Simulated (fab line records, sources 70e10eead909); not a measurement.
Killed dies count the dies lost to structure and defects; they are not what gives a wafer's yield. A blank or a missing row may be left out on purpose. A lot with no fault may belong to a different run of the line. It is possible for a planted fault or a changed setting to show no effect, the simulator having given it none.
Chamber matching -- flow nand harc -- 4 sister chambers for NHARC_P_M2_CMP_23 on cmp-01
The step polishes, t overpolish 20 s, target thk 144.3 nm. 14 wafers are shown with their chamber, then 7 later ones without.

== WAFERS PAIRED WITH THEIR CHAMBERS ==
wafer,chamber,motor current A (A),time to endpoint s (s)
L082.1,3,12.0,23
L082.4,1,10.8,28
L082.5,0,12.6,26
L083.2,3,12.1,25
L083.3,2,10.0,26
L083.6,2,10.3,26
L088.1,0,12.6,25
L088.3,1,11.1,28
L088.4,3,12.3,21
L091.1,1,10.6,28
L091.4,0,12.2,24
L091.5,1,10.3,25
L093.2,3,11.8,28
L093.4,1,10.8,32

SIGNATURES (means of the wafers above)
reading,chamber 0,chamber 1,chamber 2,chamber 3,scatter within a chamber
motor current A,12.467,10.720,10.150,12.050,0.251
time to endpoint s,25.00,28.20,26.00,24.25,2.31
Rule: for a wafer and a chamber, the distance is found by dividing, reading by reading, the gap between the wafer's reading and the chamber's mean by the reading's scatter, squaring, summing and taking the root. If the next closest chamber is less than 2 further off than the closest, the wafer can't be placed; otherwise it belongs to the closest. The scatter is the square root of a quotient: the sum, over the shown wafers, of each reading's squared deviation from its chamber's mean, divided by wafers minus chambers.

== WAFERS MISSING THEIR CHAMBER ==
wafer,motor current A (A),time to endpoint s (s)
L093.6,10.8,31
L095.3,10.3,26
L095.4,10.7,29
L095.5,10.7,28
L097.2,11.8,25
L097.3,10.8,26
L097.5,10.1,26

== THE CHAMBER EACH PASSED THROUGH ==
wafer,from the rows above,in truth
L093.6,1,1
L095.3,can't be placed: 2 or 1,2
L095.4,1,1
L095.5,1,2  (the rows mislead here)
L097.2,can't be placed: 3 or 0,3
L097.3,can't be placed: 1 or 2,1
L097.5,2,2
Correctly placed: 3 of 7. Cannot be placed on the basis of these rows: 3; the candidates contain the true chamber in 3. 1 placed wrongly.
